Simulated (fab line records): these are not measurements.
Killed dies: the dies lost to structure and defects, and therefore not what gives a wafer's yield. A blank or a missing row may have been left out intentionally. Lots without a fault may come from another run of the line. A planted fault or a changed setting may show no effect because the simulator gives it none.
Split-lot trial    flow n5Finfet    21 wafers read from 7 lots, route of 1938 steps

## ABOUT THE SPLIT
At N5_HKMG_FIN_PEB_10 (peb time 60 s), the setting pebTimeS was moved away from the recipe's 60 s on 5 of the 21 wafers read, by -7.0% to +12.1%. The other wafers ran this setting at the recipe's value.

## BETWEEN THE SPLIT AND THE READING: the file shows 1 step in between
- N5_HKMG_FIN_DEVELOP_11: develop time 30 s

## THE READING
At N5_HKMG_FIN_CD_MEAS_12: cdNm in nanometres, against a target cd of 92.8 nm. On this fab line, fault-free wafers typically give 91.9 nm with a standard deviation of 0.71 nm.

wafer   tool, chamber at the split  pebTimeS as run, s  against the recipe  cdNm, nm  against lot-mates on the recipe
L074.1  lithoTrack-01, 0            60                  recipe              92.2      -
L074.3  lithoTrack-01, 0            60                  recipe              91.7      -
L074.4  lithoTrack-01, 0            60                  recipe              91.7      -
L078.1  lithoTrack-04, 0            56.38               -6.0%               90.1      -2.2
L078.2  lithoTrack-04, 0            60                  recipe              91.8      -
L078.5  lithoTrack-04, 0            60                  recipe              92.8      -
L079.1  lithoTrack-01, 0            60                  recipe              91.4      -
L079.3  lithoTrack-01, 0            60                  recipe              91.4      -
L079.4  lithoTrack-01, 0            60                  recipe              91.7      -
L084.1  lithoTrack-05, 0            67.26               +12.1%              95.4      +5.1
L084.2  lithoTrack-05, 0            67.26               +12.1%              95.6      +5.3
L084.4  lithoTrack-05, 0            60                  recipe              90.3      -
L085.3  lithoTrack-05, 0            60                  recipe              91.7      -
L085.4  lithoTrack-05, 0            60                  recipe              91.3      -
L085.5  lithoTrack-05, 0            60                  recipe              91.7      -
L086.1  lithoTrack-01, 0            60                  recipe              91.5      -
L086.3  lithoTrack-01, 0            60                  recipe              90.7      -
L086.5  lithoTrack-01, 0            60                  recipe              91.7      -
L089.3  lithoTrack-05, 0            55.81               -7.0%               89.0      -2.9
L089.5  lithoTrack-05, 0            55.81               -7.0%               88.5      -3.4
L089.6  lithoTrack-05, 0            60                  recipe              91.9      -

THE FIT
A straight line over all 21 wafers: cdNm changes by +0.336 nm for each +1% of pebTimeS; r = +0.95; the points scatter about the line by 0.54 nm.
The same after taking each lot's own level away (the mean of its wafers on the recipe; 21 wafers): +0.429 nm for each +1%; r = +0.99; scatter 0.3 nm.
That fit puts the effect of the largest move of pebTimeS on the reading at 5.2 nm.
The lots' own levels span 90.30 to 92.30 nm, that is 2.8 times the standard deviation above.
So the slope is not independent of the lot-to-lot level: the two fits are not the same.
Check: for one of the wafers moved furthest among these (+12.1%), held out of the fit, the line's prediction against its lot-mates is +5.25 nm. It came out at +5.1 nm against them.

## OTHER SPLITS APPLIED TO THESE WAFERS
These wafers also went through other splits before the reading. Each is held against what the fit with the lots' levels taken away leaves over:
other split on the same wafers    wafers away from the commonest value  r with cdNm (lot level and that fit taken away)
N5_DUMMY_GATE_COAT_28 spinRpm     5                                     +0.14
N5_SD_EPI_N_ETCH_45 targetDepthA  8                                     +0.13
N5_SD_EPI_N_EPI_21 tempC          6                                     +0.10
N5_SDB_ETCH_18 sourceW            6                                     -0.04
N5_HKMG_FIN_COAT_30 spinRpm       2                                     +0.05

## THE FILE'S OWN FIT
cdNm changes by +0.421 nm for each +1% of pebTimeS, r = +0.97.
